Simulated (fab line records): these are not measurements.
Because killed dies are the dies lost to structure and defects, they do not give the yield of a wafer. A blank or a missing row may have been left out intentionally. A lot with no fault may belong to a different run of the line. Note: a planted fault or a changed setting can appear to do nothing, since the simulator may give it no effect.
fab line records	flow n5_finfet
record lots=24	wafers=72	last_day=18
route steps=1938 shown BEOL_M8@1390 BEOL_M9@1445 BEOL_M10@1471
lots that met no fault: from a run of the same line without faults
start_h: the number of hours between the record's first day and the start of the first shown wafer of the lot	wait_h: how many hours have passed since the lot's step before this one	" identical to the entry in the row above	L1.1+2: a single row standing in for several wafers	- no value present, or no start provided	* or withheld: withheld	< > ~ a bound
route shown NAME@n: names a module that has steps shown in the file, with the first one's number in the route	usual: mean and standard deviation over wafers with no fault	same: alike in all rows	chamber/n: place in a boat	sites: per-site readings	_std_site: their standard deviation	_edge_site: inner sites' mean taken away from outer sites' mean	radius_mm: how far each site lies from the wafer's centre	mask NAME#n: copy n	behind: the last tool/chamber to shape the wafer	hold: why the lot went on hold/how many hours it stayed there/how the hold came to an end	device: the n, p or np transistor that did not switch	end of line: the same wafers' tests at the end of the route	a step without rows: its recipe alone	killed: the dies lost at the first sort to structure and to defects; this is not the yield of the wafer	map: shows each die of a wafer: x if killed, . if not, _ if none is there
set.NAME: the setting the step ran with; set.NAME@STEP: the setting that earlier step ran with	model.NAME: the simulator's own value behind a step, which no gauge read
steps of the route over a sample of lots; a table a step, a row a wafer
services: from which hour (start_h, from the record's first day; less than 0 if before it) a tool's chamber was out of use, for how many hours, and why
## steps
# step N5_BEOL_M8_SURFACE_TREAT_79
# recipe gas=Ar	time_s=*	ion_energy_ev=*	ion_current_ma_cm2=0.5	pressure_mtorr=*	ar_flow_sccm=30
# usual throttle_valve_pct=*
lot.wafer	tool	chamber	start_h	wait_h	throttle_valve_pct
L074.2	pvd_sputter-03	-	202.34	0.2	*
L074.3	"	-	"	"	*
L074.4	"	-	"	"	*
L075.1	pvd_sputter-03	-	218.57	0.2	*
L075.2	"	-	"	"	*
L075.5	"	-	"	"	*
L076.2	pvd_sputter-02	-	223.85	0.3	*
L076.4	"	-	"	"	*
L076.5	"	-	"	"	*
L077.3	pvd_sputter-03	-	228.66	1.3	*
L077.5	"	-	"	"	*
L077.6	"	-	"	"	*
L078.1	pvd_sputter-03	-	232.68	0.3	*
L078.4	"	-	"	"	*
L078.5	"	-	"	"	*
L079.1	pvd_sputter-01	-	241.65	0.3	*
L079.3	"	-	"	"	*
L079.5	"	-	"	"	*
L080.2	pvd_sputter-03	-	247.52	0.4	*
L080.5	"	-	"	"	*
L080.6	"	-	"	"	*
L081.1	pvd_sputter-01	-	252.59	0.3	*
L081.2	"	-	"	"	*
L081.3	"	-	"	"	*
L084.1	pvd_sputter-01	-	253.49	0.2	*
L084.3	"	-	"	"	*
L084.6	"	-	"	"	*
L082.1	pvd_sputter-01	-	259.92	0.2	*
L082.3	"	-	"	"	*
L082.5	"	-	"	"	*
L083.2	pvd_sputter-01	-	268.59	0.2	*
L083.5	"	-	"	"	*
L083.6	"	-	"	"	*
L086.3	pvd_sputter-03	-	277.41	0.2	*
L086.4	"	-	"	"	*
L086.5	"	-	"	"	*
L085.2	pvd_sputter-02	-	279.03	0.3	*
L085.5	"	-	"	"	*
L085.6	"	-	"	"	*
L087.1	pvd_sputter-01	-	292.04	0.2	*
L087.4	"	-	"	"	*
L087.5	"	-	"	"	*
L088.2	pvd_sputter-03	-	294.29	0.3	*
L088.3	"	-	"	"	*
L088.5	"	-	"	"	*
L090.1	pvd_sputter-03	-	300.87	0.2	*
L090.2	"	-	"	"	*
L090.3	"	-	"	"	*
L089.1	pvd_sputter-01	-	301.15	0.2	*
L089.2	"	-	"	"	*
L089.4	"	-	"	"	*
L092.4	pvd_sputter-02	-	314.16	1.2	*
L092.5	"	-	"	"	*
L092.6	"	-	"	"	*
L095.1	pvd_sputter-01	-	318.77	0.2	*
L095.2	"	-	"	"	*
L095.3	"	-	"	"	*
L093.1	pvd_sputter-01	-	324.22	1.5	*
L093.4	"	-	"	"	*
L093.6	"	-	"	"	*
L094.1	pvd_sputter-03	-	331.35	0.2	*
L094.2	"	-	"	"	*
L094.3	"	-	"	"	*
L096.1	pvd_sputter-01	-	335.38	0.5	*
L096.3	"	-	"	"	*
L096.4	"	-	"	"	*
L097.1	pvd_sputter-02	-	339.86	0.4	*
L097.3	"	-	"	"	*
L097.6	"	-	"	"	*
L091.3	pvd_sputter-03	-	354.90	1.0	*
L091.4	"	-	"	"	*
L091.6	"	-	"	"	*
# step N5_BEOL_M9_STRIP_36
# recipe chemistry=N2/H2	power_w=450	temp_c=40	pressure_mtorr=20	rf_frequency_hz=6e+07	overash_fraction=0.3	bias_power_w=7	h2_frac=0.5	n2_flow_sccm=200	h2_flow_sccm=200
# usual drypump_motor_current_A=5.7/0.43	oes_product_au=0.80/0.071	rf_vpp_V=59.3/1.6	showerhead_plenum_p_Torr=2.56/0.1	throttle_valve_pct=23.70/0.29
lot.wafer	tool	chamber	start_h	wait_h	drypump_motor_current_A	oes_product_au	rf_hours_counter_h	rf_vpp_V	showerhead_plenum_p_Torr	throttle_valve_pct
L074.2	rie_diel-05	3	210.35	0.0	5.3	0.69	240	58.7	2.50	23.50
L074.3	"	1	"	"	5.3	0.85	64	61.3	2.69	23.44
L074.4	"	2	"	"	5.4	0.86	78	60.6	2.68	23.86
L075.1	rie_diel-05	2	224.87	0.0	5.4	0.83	82	59.7	2.68	23.85
L075.2	"	3	"	"	5.4	0.68	244	57.1	2.50	23.49
L075.5	"	2	"	"	5.4	0.83	-	61.2	2.68	23.87
L076.2	rie_diel-04	0	228.90	0.0	6.2	0.74	190	57.4	2.52	23.42
L076.4	"	2	"	"	4.7	0.72	195	59.5	2.63	23.43
L076.5	"	1	"	"	5.4	0.84	-	59.2	2.46	24.23
L077.3	rie_diel-05	2	233.59	0.0	5.5	0.84	85	60.0	2.68	23.86
L077.5	"	3	"	"	5.4	0.69	-	58.6	2.50	23.53
L077.6	"	2	"	"	5.4	0.83	-	58.1	2.68	23.87
L078.1	rie_diel-03	0	238.22	0.0	5.4	0.74	168	61.7	2.53	23.60
L078.4	"	1	"	"	6.0	0.73	206	58.7	2.40	23.61
L078.5	"	2	"	"	6.2	0.83	-	62.0	2.57	23.32
L079.1	rie_diel-03	1	246.71	0.0	6.0	0.71	209	58.1	2.40	23.57
L079.3	"	3	"	"	6.1	0.91	35	57.6	2.70	23.95
L079.5	"	0	"	"	5.4	0.75	-	55.6	2.53	23.60
L080.2	rie_diel-04	3	253.31	0.0	6.0	0.72	180	57.3	2.42	23.69
L080.5	"	2	"	"	4.8	0.72	-	58.6	2.63	23.44
L080.6	"	1	"	"	5.3	0.80	-	59.6	2.46	24.19
L081.1	rie_diel-05	2	256.46	0.0	5.5	0.83	94	59.2	2.67	23.91
L081.2	"	0	"	"	6.3	0.84	74	61.7	2.47	24.07
L081.3	"	1	"	"	5.3	0.86	79	59.1	2.68	23.48
L084.1	rie_diel-05	2	258.63	0.0	5.4	0.83	95	57.3	2.67	23.85
L084.3	"	1	"	"	5.3	0.84	80	60.6	2.68	23.48
L084.6	"	2	"	"	5.5	0.83	-	58.6	2.67	23.85
L082.1	rie_diel-05	0	265.54	0.0	6.4	0.82	77	58.5	2.47	24.11
L082.3	"	2	"	"	5.4	0.83	97	59.4	2.67	23.89
L082.5	"	0	"	"	6.3	0.83	-	59.3	2.47	24.10
L083.2	rie_diel-05	1	274.50	0.0	5.3	0.84	86	58.9	2.68	23.46
L083.5	"	2	"	"	5.4	0.83	-	59.8	2.67	23.87
L083.6	"	1	"	"	5.3	0.84	-	57.3	2.68	23.50
L086.3	rie_diel-05	3	282.12	0.0	5.3	0.97	4	61.8	2.49	23.18
L086.4	"	1	"	"	5.3	0.83	88	61.8	2.68	23.49
L086.5	"	0	"	"	6.4	0.83	-	57.8	2.47	24.13
L085.2	rie_diel-04	3	284.94	0.0	6.0	0.73	188	58.6	2.42	23.68
L085.5	"	3	"	"	6.0	0.72	-	58.9	2.42	23.69
L085.6	"	0	"	"	6.3	0.72	-	60.0	2.52	23.44
L088.2	rie_diel-03	0	300.17	0.0	5.4	0.73	184	60.0	2.53	23.61
L088.3	"	2	"	"	6.2	0.79	106	57.8	2.56	23.34
L088.5	"	3	"	"	6.1	0.87	-	56.5	2.69	23.96
L087.1	rie_diel-05	1	301.66	0.0	5.3	0.83	95	59.8	2.67	23.51
L087.4	"	0	"	"	6.3	0.81	89	60.7	2.46	24.12
L087.5	"	3	"	"	5.3	0.97	-	57.1	2.49	23.17
L090.1	rie_diel-05	2	306.55	0.0	5.4	0.81	111	60.1	2.66	23.92
L090.2	"	3	"	"	5.3	0.94	12	58.8	2.49	23.22
L090.3	"	0	"	"	6.4	0.81	91	57.4	2.46	24.11
L089.1	rie_diel-05	3	306.98	0.0	5.3	0.96	12	59.6	2.49	23.21
L089.2	"	1	"	"	5.3	0.82	97	60.8	2.67	23.52
L089.4	"	0	"	"	6.3	0.82	92	60.1	2.46	24.11
L092.4	rie_diel-03	1	318.84	0.0	6.0	0.71	-	55.8	2.39	23.66
L092.5	"	3	"	"	6.1	0.86	-	58.7	2.69	23.99
L092.6	"	0	"	"	5.4	0.71	-	58.9	2.52	23.63
L095.1	rie_diel-03	0	325.69	0.0	5.4	0.73	198	59.4	2.52	23.61
L095.2	"	1	"	"	6.0	0.69	240	60.3	2.39	23.67
L095.3	"	2	"	"	6.2	0.79	113	60.8	2.55	23.33
L093.1	rie_diel-03	3	329.90	0.0	6.1	0.85	68	60.8	2.69	23.99
L093.4	"	2	"	"	6.2	0.79	114	60.0	2.55	23.33
L093.6	"	0	"	"	5.4	0.70	-	58.4	2.52	23.65
L094.1	rie_diel-05	0	335.42	0.0	6.3	0.79	105	57.7	2.46	24.13
L094.2	"	2	"	"	5.4	0.79	124	57.4	2.66	23.90
L094.3	"	1	"	"	5.3	0.81	110	57.5	2.67	23.49
L096.1	rie_diel-03	3	340.65	0.0	6.0	0.83	73	61.7	2.69	23.98
L096.3	"	1	"	"	6.0	0.68	246	56.3	2.38	23.63
L096.4	"	0	"	"	5.4	0.70	205	57.9	2.52	23.62
L097.1	rie_diel-04	1	346.47	0.0	5.4	0.80	87	56.9	2.46	24.23
L097.3	"	0	"	"	6.3	0.71	212	59.4	2.51	23.44
L097.6	"	0	"	"	6.3	0.70	-	59.3	2.51	23.43
L091.3	rie_diel-03	2	361.27	0.0	6.2	0.78	127	58.6	2.55	23.36
L091.4	"	2	"	"	6.1	0.78	-	58.8	2.55	23.36
L091.6	"	3	"	"	6.0	0.84	-	59.4	2.68	23.99
# step N5_BEOL_M9_CURE_72
# recipe temp_c=370	time_s=120	ambient=DMADMS/He	material=SiCOH_lowk
# usual lamp_power_pct=52.31/0.056	wafer_temp_C_max=371.8/0.59
lot.wafer	tool	chamber	start_h	wait_h	lamp_power_pct	wafer_temp_C_max
L074.2	uv_cure-03	1	210.81	0.1	52.36	373.2
L074.3	"	1	"	"	52.24	372.4
L074.4	"	1	"	"	52.21	373.1
L075.1	uv_cure-03	0	225.27	0.0	52.36	371.4
L075.2	"	0	"	"	52.35	371.6
L075.5	"	0	"	"	52.39	371.6
L076.2	uv_cure-02	2	229.36	0.1	52.31	371.4
L076.4	"	2	"	"	52.19	371.1
L076.5	"	2	"	"	52.37	371.4
L077.3	uv_cure-03	1	234.22	0.1	52.33	372.9
L077.5	"	1	"	"	52.33	372.3
L077.6	"	1	"	"	52.31	372.1
L078.1	uv_cure-02	0	238.72	0.0	52.33	371.3
L078.4	"	0	"	"	52.32	371.4
L078.5	"	0	"	"	52.32	371.8
L079.1	uv_cure-03	2	247.13	0.0	52.33	371.0
L079.3	"	2	"	"	52.30	371.3
L079.5	"	2	"	"	52.33	371.7
L080.2	uv_cure-01	0	253.77	0.1	52.34	372.1
L080.5	"	0	"	"	52.35	373.1
L080.6	"	0	"	"	52.27	373.2
L081.1	uv_cure-03	0	256.88	0.0	52.32	371.0
L081.2	"	0	"	"	52.32	370.8
L081.3	"	0	"	"	52.32	371.2
L084.1	uv_cure-02	1	259.04	0.0	52.37	372.0
L084.3	"	1	"	"	52.26	371.3
L084.6	"	1	"	"	52.31	371.9
L082.1	uv_cure-03	0	265.95	0.0	52.44	371.5
L082.3	"	0	"	"	52.35	371.7
L082.5	"	0	"	"	52.39	371.8
L083.2	uv_cure-03	2	274.97	0.1	52.24	370.8
L083.5	"	2	"	"	52.28	371.6
L083.6	"	2	"	"	52.39	370.8
L086.3	uv_cure-03	1	282.63	0.1	52.30	371.5
L086.4	"	1	"	"	52.27	371.7
L086.5	"	1	"	"	52.27	371.5
L085.2	uv_cure-01	0	285.39	0.1	52.36	372.3
L085.5	"	0	"	"	52.26	372.3
L085.6	"	0	"	"	52.26	372.5
L088.2	uv_cure-01	1	300.63	0.1	52.34	371.1
L088.3	"	1	"	"	52.34	371.5
L088.5	"	1	"	"	52.33	371.2
L087.1	uv_cure-02	2	302.07	0.0	52.40	371.6
L087.4	"	2	"	"	52.42	371.5
L087.5	"	2	"	"	52.35	371.6
L090.1	uv_cure-03	1	307.09	0.2	52.28	373.5
L090.2	"	1	"	"	52.25	372.0
L090.3	"	1	"	"	52.41	372.8
L089.1	uv_cure-03	2	307.49	0.0	52.27	371.5
L089.2	"	2	"	"	52.32	371.0
L089.4	"	2	"	"	52.30	371.5
L092.4	uv_cure-01	0	319.38	0.2	52.31	373.3
L092.5	"	0	"	"	52.32	372.8
L092.6	"	0	"	"	52.28	373.2
L095.1	uv_cure-02	2	326.40	0.3	52.29	371.4
L095.2	"	2	"	"	52.33	371.3
L095.3	"	2	"	"	52.44	371.7
L093.1	uv_cure-03	2	330.31	0.0	52.31	371.2
L093.4	"	2	"	"	52.29	371.8
L093.6	"	2	"	"	52.26	371.8
L094.1	uv_cure-03	1	335.83	0.0	52.26	372.1
L094.2	"	1	"	"	52.34	371.6
L094.3	"	1	"	"	52.41	371.7
L096.1	uv_cure-02	1	341.06	0.0	52.31	371.6
L096.3	"	1	"	"	52.34	371.8
L096.4	"	1	"	"	52.33	371.5
L097.1	uv_cure-02	2	347.21	0.4	52.31	371.9
L097.3	"	2	"	"	52.28	371.7
L097.6	"	2	"	"	52.29	371.5
L091.3	uv_cure-03	1	361.78	0.1	52.34	371.9
L091.4	"	1	"	"	52.39	371.5
L091.6	"	1	"	"	52.31	371.7
# step N5_BEOL_M9_ANNEAL_51
# recipe temp_c=225	time_s=90	ambient=N2
# usual wafer_temp_C_max=225.65/0.24
lot.wafer	tool	chamber	start_h	wait_h	wafer_temp_C_max
L074.2	rtp_anneal-02	0	212.31	0.3	225.89
L074.3	"	0	"	"	225.82
L074.4	"	0	"	"	225.66
L075.1	rtp_anneal-02	0	227.23	0.1	225.96
L075.2	"	0	"	"	226.04
L075.5	"	0	"	"	225.75
L076.2	rtp_anneal-02	0	232.25	0.5	225.70
L076.4	"	0	"	"	225.23
L076.5	"	0	"	"	225.59
L077.3	rtp_anneal-02	0	235.54	0.1	225.84
L077.5	"	0	"	"	225.85
L077.6	"	0	"	"	225.56
L078.1	rtp_anneal-01	0	240.49	0.1	225.72
L078.4	"	0	"	"	225.71
L078.5	"	0	"	"	225.79
L079.1	rtp_anneal-01	0	248.84	0.1	225.83
L079.3	"	0	"	"	225.64
L079.5	"	0	"	"	225.81
L080.2	rtp_anneal-02	0	256.20	0.1	225.89
L080.5	"	0	"	"	225.68
L080.6	"	0	"	"	225.88
L081.1	rtp_anneal-02	0	259.47	0.1	225.53
L081.2	"	0	"	"	225.54
L081.3	"	0	"	"	225.80
L084.1	rtp_anneal-02	0	260.38	0.3	225.52
L084.3	"	0	"	"	225.64
L084.6	"	0	"	"	225.87
L082.1	rtp_anneal-01	0	267.90	0.2	225.34
L082.3	"	0	"	"	225.39
L082.5	"	0	"	"	225.41
L083.2	rtp_anneal-01	0	277.67	0.3	225.21
L083.5	"	0	"	"	225.07
L083.6	"	0	"	"	225.35
L086.3	rtp_anneal-02	0	284.20	0.1	225.34
L086.4	"	0	"	"	225.38
L086.5	"	0	"	"	225.26
L085.2	rtp_anneal-01	0	288.22	0.1	225.61
L085.5	"	0	"	"	225.23
L085.6	"	0	"	"	225.61
L088.2	rtp_anneal-01	0	302.47	0.5	225.57
L088.3	"	0	"	"	225.30
L088.5	"	0	"	"	225.31
L087.1	rtp_anneal-01	0	304.16	0.1	225.59
L087.4	"	0	"	"	225.54
L087.5	"	0	"	"	225.86
L090.1	rtp_anneal-01	0	308.58	0.1	225.78
L090.2	"	0	"	"	225.60
L090.3	"	0	"	"	225.65
L089.1	rtp_anneal-02	0	308.99	0.1	225.81
L089.2	"	0	"	"	225.83
L089.4	"	0	"	"	226.37
L092.4	rtp_anneal-02	0	320.67	0.2	225.47
L092.5	"	0	"	"	225.59
L092.6	"	0	"	"	225.40
L095.1	rtp_anneal-01	0	328.14	0.2	225.81
L095.2	"	0	"	"	225.61
L095.3	"	0	"	"	225.77
L093.1	rtp_anneal-01	0	332.74	0.1	225.63
L093.4	"	0	"	"	225.71
L093.6	"	0	"	"	225.64
L094.1	rtp_anneal-02	0	337.63	0.1	225.83
L094.2	"	0	"	"	225.50
L094.3	"	0	"	"	225.62
L096.1	rtp_anneal-01	0	344.91	0.2	225.48
L096.3	"	0	"	"	225.32
L096.4	"	0	"	"	225.32
L097.1	rtp_anneal-02	0	349.46	0.1	225.90
L097.3	"	0	"	"	225.91
L097.6	"	0	"	"	225.95
L091.3	rtp_anneal-02	0	364.09	0.9	225.83
L091.4	"	0	"	"	225.68
L091.6	"	0	"	"	226.04
# step N5_BEOL_M9_RS_MEAS_57
# recipe thk_meas_gauge=four-point-probe	reads=Cu_of_BEOL_M9_ECD_50+Co_of_BEOL_M9_CVD_78+TaN_of_BEOL_M9_ALD_74
# usual M9_RS=0.151/0.0031
lot.wafer	tool	chamber	start_h	wait_h	M9_RS[ohm/sq]
L074.2	film_metro-01	-	213.00	0.1	0.155
L074.3	"	-	"	"	0.148
L074.4	"	-	"	"	0.152
L075.1	film_metro-01	-	227.95	0.1	0.153
L075.2	"	-	"	"	0.157
L075.5	"	-	"	"	0.154
L076.2	film_metro-01	-	232.94	0.1	0.155
L076.4	"	-	"	"	0.153
L076.5	"	-	"	"	0.150
L077.3	film_metro-02	-	236.18	0.1	0.148
L077.5	"	-	"	"	0.152
L077.6	"	-	"	"	0.150
L078.1	film_metro-01	-	241.21	0.1	0.155
L078.4	"	-	"	"	0.155
L078.5	"	-	"	"	0.153
L079.1	film_metro-02	-	249.56	0.1	0.151
L079.3	"	-	"	"	0.146
L079.5	"	-	"	"	0.151
L080.2	film_metro-01	-	256.88	0.1	0.145
L080.5	"	-	"	"	0.151
L080.6	"	-	"	"	0.145
L081.1	film_metro-01	-	260.19	0.1	0.151
L081.2	"	-	"	"	0.147
L081.3	"	-	"	"	0.149
L084.1	film_metro-02	-	261.11	0.1	0.151
L084.3	"	-	"	"	0.147
L084.6	"	-	"	"	0.151
L082.1	film_metro-02	-	268.62	0.1	0.145
L082.3	"	-	"	"	0.150
L082.5	"	-	"	"	0.146
L083.2	film_metro-02	-	278.37	0.1	0.150
L083.5	"	-	"	"	0.152
L083.6	"	-	"	"	0.148
L086.3	film_metro-01	-	285.50	0.1	0.151
L086.4	"	-	"	"	0.147
L086.5	"	-	"	"	0.149
L085.2	film_metro-02	-	288.90	0.1	0.150
L085.5	"	-	"	"	0.149
L085.6	"	-	"	"	0.156
L088.2	film_metro-02	-	303.17	0.1	0.152
L088.3	"	-	"	"	0.151
L088.5	"	-	"	"	0.147
L087.1	film_metro-01	-	304.94	0.1	0.148
L087.4	"	-	"	"	0.148
L087.5	"	-	"	"	0.151
L090.1	film_metro-01	-	309.30	0.1	0.151
L090.2	"	-	"	"	0.152
L090.3	"	-	"	"	0.149
L089.1	film_metro-01	-	309.72	0.1	0.152
L089.2	"	-	"	"	0.149
L089.4	"	-	"	"	0.149
L092.4	film_metro-01	-	321.28	0.0	0.151
L092.5	"	-	"	"	0.150
L092.6	"	-	"	"	0.153
L095.1	film_metro-02	-	328.87	0.1	0.150
L095.2	"	-	"	"	0.151
L095.3	"	-	"	"	0.151
L093.1	film_metro-01	-	333.47	0.1	0.151
L093.4	"	-	"	"	0.157
L093.6	"	-	"	"	0.155
L094.1	film_metro-01	-	338.35	0.1	0.148
L094.2	"	-	"	"	0.150
L094.3	"	-	"	"	0.146
L096.1	film_metro-02	-	345.64	0.1	0.150
L096.3	"	-	"	"	0.152
L096.4	"	-	"	"	0.155
L097.1	film_metro-01	-	350.18	0.1	0.148
L097.3	"	-	"	"	0.156
L097.6	"	-	"	"	0.157
L091.3	film_metro-01	-	364.76	0.1	0.156
L091.4	"	-	"	"	0.159
L091.6	"	-	"	"	0.152
# step N5_BEOL_M10_CURE_71
# recipe temp_c=385	time_s=240	ambient=He/Ar	material=SiCOH_lowk
# usual lamp_power_pct=52.32/0.056	wafer_temp_C_max=386.6/0.57
lot.wafer	tool	chamber	start_h	wait_h	lamp_power_pct	wafer_temp_C_max
L074.2	uv_cure-01	1	213.22	0.1	52.42	386.0
L074.3	"	1	"	"	52.29	386.4
L074.4	"	1	"	"	52.30	386.1
L075.1	uv_cure-01	1	228.09	0.0	52.29	386.5
L075.2	"	1	"	"	52.28	386.5
L075.5	"	1	"	"	52.25	386.6
L076.2	uv_cure-01	1	233.16	0.1	52.40	386.4
L076.4	"	1	"	"	52.27	386.2
L076.5	"	1	"	"	52.38	386.2
L077.3	uv_cure-03	1	236.48	0.2	52.40	387.2
L077.5	"	1	"	"	52.27	387.8
L077.6	"	1	"	"	52.26	386.9
L078.1	uv_cure-03	2	241.35	0.0	52.29	386.7
L078.4	"	2	"	"	52.25	386.6
L078.5	"	2	"	"	52.36	386.5
L079.1	uv_cure-03	0	249.70	0.0	52.35	386.0
L079.3	"	0	"	"	52.32	386.0
L079.5	"	0	"	"	52.32	386.8
L080.2	uv_cure-02	0	257.10	0.1	52.27	386.7
L080.5	"	0	"	"	52.32	386.5
L080.6	"	0	"	"	52.32	387.7
L081.1	uv_cure-03	1	260.33	0.0	52.35	386.6
L081.2	"	1	"	"	52.31	386.7
L081.3	"	1	"	"	52.35	387.5
L084.1	uv_cure-01	0	261.25	0.0	52.29	388.8
L084.3	"	0	"	"	52.38	387.0
L084.6	"	0	"	"	52.35	387.5
L082.1	uv_cure-03	0	268.77	0.0	52.35	386.8
L082.3	"	0	"	"	52.36	386.1
L082.5	"	0	"	"	52.29	386.2
L083.2	uv_cure-03	1	278.59	0.1	52.34	387.8
L083.5	"	1	"	"	52.37	387.4
L083.6	"	1	"	"	52.25	387.1
L086.3	uv_cure-02	0	285.96	0.4	52.34	386.5
L086.4	"	0	"	"	52.25	386.4
L086.5	"	0	"	"	52.27	386.8
L085.2	uv_cure-01	2	289.12	0.1	52.26	386.0
L085.5	"	2	"	"	52.36	386.0
L085.6	"	2	"	"	52.31	386.0
L088.2	uv_cure-02	0	303.41	0.1	52.38	386.1
L088.3	"	0	"	"	52.18	386.3
L088.5	"	0	"	"	52.37	386.9
L087.1	uv_cure-03	1	305.08	0.0	52.37	387.3
L087.4	"	1	"	"	52.32	386.9
L087.5	"	1	"	"	52.40	388.6
L090.1	uv_cure-02	0	309.45	0.0	52.27	386.6
L090.2	"	0	"	"	52.23	386.4
L090.3	"	0	"	"	52.26	385.3
L089.1	uv_cure-03	0	309.86	0.0	52.45	386.2
L089.2	"	0	"	"	52.42	386.6
L089.4	"	0	"	"	52.33	386.4
L092.4	uv_cure-03	0	321.66	0.3	52.31	386.3
L092.5	"	0	"	"	52.30	386.1
L092.6	"	0	"	"	52.24	386.4
L095.1	uv_cure-01	1	329.01	0.0	52.40	386.9
L095.2	"	1	"	"	52.30	386.7
L095.3	"	1	"	"	52.39	386.6
L093.1	uv_cure-01	1	333.64	0.1	52.34	385.4
L093.4	"	1	"	"	52.27	386.3
L093.6	"	1	"	"	52.38	385.7
L094.1	uv_cure-01	0	338.49	0.0	52.33	386.9
L094.2	"	0	"	"	52.26	387.7
L094.3	"	0	"	"	52.41	387.0
L096.1	uv_cure-03	0	345.78	0.0	52.37	386.3
L096.3	"	0	"	"	52.26	386.7
L096.4	"	0	"	"	52.27	387.2
L097.1	uv_cure-01	2	350.33	0.0	52.22	386.7
L097.3	"	2	"	"	52.33	386.7
L097.6	"	2	"	"	52.41	386.5
L091.3	uv_cure-03	0	365.06	0.2	52.33	386.2
L091.4	"	0	"	"	52.30	386.6
L091.6	"	0	"	"	52.28	386.9
## services
tool	chamber	start_h	hours	kind
rie_diel-04	3	193.36	5.3	repair
uv_cure-03	-	194.90	7.5	pm
uv_cure-02	-	200.93	1.8	repair
rie_diel-04	3	210.71	1.6	repair
rie_diel-05	3	242.10	-	clean
rie_diel-05	3	242.10	-	consumable_replace:focus_ring
rie_diel-05	3	242.10	27.1	scheduled_down
rie_diel-05	3	242.10	27.1	vent_cycle
rie_diel-05	1	245.40	1.7	repair
rie_diel-04	2	270.32	2.7	repair
uv_cure-01	-	272.45	1.2	repair
rie_diel-04	2	293.38	3.7	repair
uv_cure-01	-	301.21	7.1	pm
uv_cure-01	-	315.45	0.8	repair
uv_cure-02	-	320.65	1.0	pm
uv_cure-02	-	335.99	0.7	repair
pvd_sputter-03	-	340.49	2.0	repair
rie_diel-03	1	352.01	-	clean
rie_diel-03	1	352.01	-	consumable_replace:focus_ring
rie_diel-03	1	352.01	-	consumable_replace:showerhead
rie_diel-03	1	352.01	10.5	scheduled_down
rie_diel-03	1	352.01	10.5	vent_cycle
## key
fault none
